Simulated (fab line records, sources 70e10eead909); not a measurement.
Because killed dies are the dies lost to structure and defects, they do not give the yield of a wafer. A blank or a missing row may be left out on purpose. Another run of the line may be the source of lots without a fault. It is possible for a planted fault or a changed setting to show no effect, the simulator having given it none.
Matching of chambers + flow nandHarc + 4 sister chambers for NHARC_A_CHANNEL_HOLE_D1_ETCH_38 on rieDiel-06
The step etches the open film in CF4, target depth 39 nm, time 65 s. 36 wafers are shown with their chamber, then 12 later ones without.

EACH WAFER AND ITS CHAMBER
| wafer  | chamber | showerheadPlenumPTorr (Torr) | drypumpMotorCurrentA (A) | rfVppV (V) |
|--------|---------|------------------------------|--------------------------|------------|
| L074.2 | 0       | 1.75                         | 6.0                      | 152.8      |
| L074.3 | 1       | 1.85                         | 5.6                      | 151.8      |
| L074.6 | 1       | 1.85                         | 5.6                      | 152.1      |
| L076.1 | 1       | 1.85                         | 5.6                      | 152.4      |
| L076.3 | 0       | 1.75                         | 5.9                      | 150.5      |
| L076.5 | 1       | 1.85                         | 5.6                      | 152.0      |
| L078.2 | 0       | 1.75                         | 6.0                      | 150.3      |
| L078.5 | 2       | 1.70                         | 5.8                      | 151.4      |
| L078.6 | 1       | 1.85                         | 5.6                      | 152.3      |
| L079.1 | 3       | 1.74                         | 6.5                      | 151.9      |
| L079.5 | 3       | 1.74                         | 6.6                      | 151.2      |
| L079.6 | 2       | 1.70                         | 5.8                      | 150.9      |
| L080.1 | 2       | 1.70                         | 5.8                      | 150.1      |
| L080.2 | 0       | 1.75                         | 6.0                      | 150.7      |
| L080.6 | 0       | 1.75                         | 6.0                      | 151.5      |
| L081.2 | 1       | 1.85                         | 5.6                      | 152.1      |
| L081.3 | 2       | 1.70                         | 5.7                      | 150.5      |
| L081.5 | 0       | 1.75                         | 6.0                      | 151.3      |
| L083.1 | 1       | 1.85                         | 5.6                      | 152.9      |
| L083.3 | 3       | 1.74                         | 6.6                      | 151.8      |
| L083.6 | 1       | 1.85                         | 5.6                      | 153.1      |
| L084.3 | 3       | 1.74                         | 6.5                      | 151.3      |
| L084.5 | 1       | 1.85                         | 5.6                      | 152.2      |
| L084.6 | 0       | 1.75                         | 6.0                      | 149.9      |
| L085.1 | 3       | 1.74                         | 6.5                      | 151.0      |
| L085.2 | 0       | 1.75                         | 6.0                      | 152.3      |
| L085.3 | 1       | 1.85                         | 5.6                      | 152.2      |
| L086.1 | 2       | 1.70                         | 5.8                      | 148.1      |
| L086.2 | 1       | 1.85                         | 5.6                      | 152.1      |
| L086.6 | 0       | 1.75                         | 6.0                      | 149.7      |
| L087.2 | 2       | 1.70                         | 5.8                      | 149.3      |
| L087.5 | 2       | 1.70                         | 5.8                      | 150.7      |
| L087.6 | 3       | 1.74                         | 6.5                      | 150.5      |
| L089.1 | 2       | 1.70                         | 5.7                      | 151.1      |
| L089.3 | 0       | 1.74                         | 6.0                      | 152.2      |
| L089.5 | 2       | 1.70                         | 5.8                      | 150.8      |

SIGNATURES, as means of the wafers listed above
| reading               | chamber 0 | chamber 1 | chamber 2 | chamber 3 | scatter within a chamber |
|-----------------------|-----------|-----------|-----------|-----------|--------------------------|
| showerheadPlenumPTorr | 1.7490    | 1.8500    | 1.7000    | 1.7400    | 0.00168                  |
| drypumpMotorCurrentA  | 5.990     | 5.600     | 5.778     | 6.533     | 0.0344                   |
| rfVppV                | 151.120   | 152.291   | 150.322   | 151.283   | 0.823                    |
Rule: a wafer's distance from a chamber is the root of the sum, over the readings, of the square of ((its reading less the chamber's mean) divided by the reading's scatter). The wafer belongs to the nearest chamber; if the next one is less than 2 further off, it can't be placed. The scatter: take each reading less its chamber's mean, square it, sum over the shown wafers, divide by the number of wafers less the number of chambers, and take the root.

WAFERS WITH NO CHAMBER GIVEN
| wafer  | showerheadPlenumPTorr (Torr) | drypumpMotorCurrentA (A) | rfVppV (V) |
|--------|------------------------------|--------------------------|------------|
| L091.2 | 1.74                         | 5.9                      | 151.4      |
| L091.5 | 1.70                         | 5.8                      | 150.0      |
| L091.6 | 1.85                         | 5.6                      | 149.8      |
| L093.1 | 1.74                         | 6.6                      | 150.5      |
| L093.3 | 1.74                         | 6.0                      | 151.7      |
| L093.6 | 1.70                         | 5.7                      | 150.2      |
| L094.1 | 1.85                         | 5.6                      | 151.9      |
| L094.3 | 1.74                         | 6.5                      | 151.4      |
| L094.4 | 1.74                         | 5.9                      | 150.1      |
| L096.3 | 1.74                         | 6.5                      | 150.5      |
| L096.4 | 1.70                         | 5.8                      | 150.0      |
| L096.5 | 1.85                         | 5.6                      | 152.5      |

WHICH CHAMBER EACH ONE RAN IN
| wafer  | from the rows above | in truth |
|--------|---------------------|----------|
| L091.2 | 0                   | 0        |
| L091.5 | 2                   | 2        |
| L091.6 | 1                   | 1        |
| L093.1 | 3                   | 3        |
| L093.3 | 0                   | 0        |
| L093.6 | 2                   | 2        |
| L094.1 | 1                   | 1        |
| L094.3 | 3                   | 3        |
| L094.4 | 0                   | 0        |
| L096.3 | 3                   | 3        |
| L096.4 | 2                   | 2        |
| L096.5 | 1                   | 1        |
Correct placement for 12 of the 12. Not placeable from these rows: 0. 0 placed wrongly.
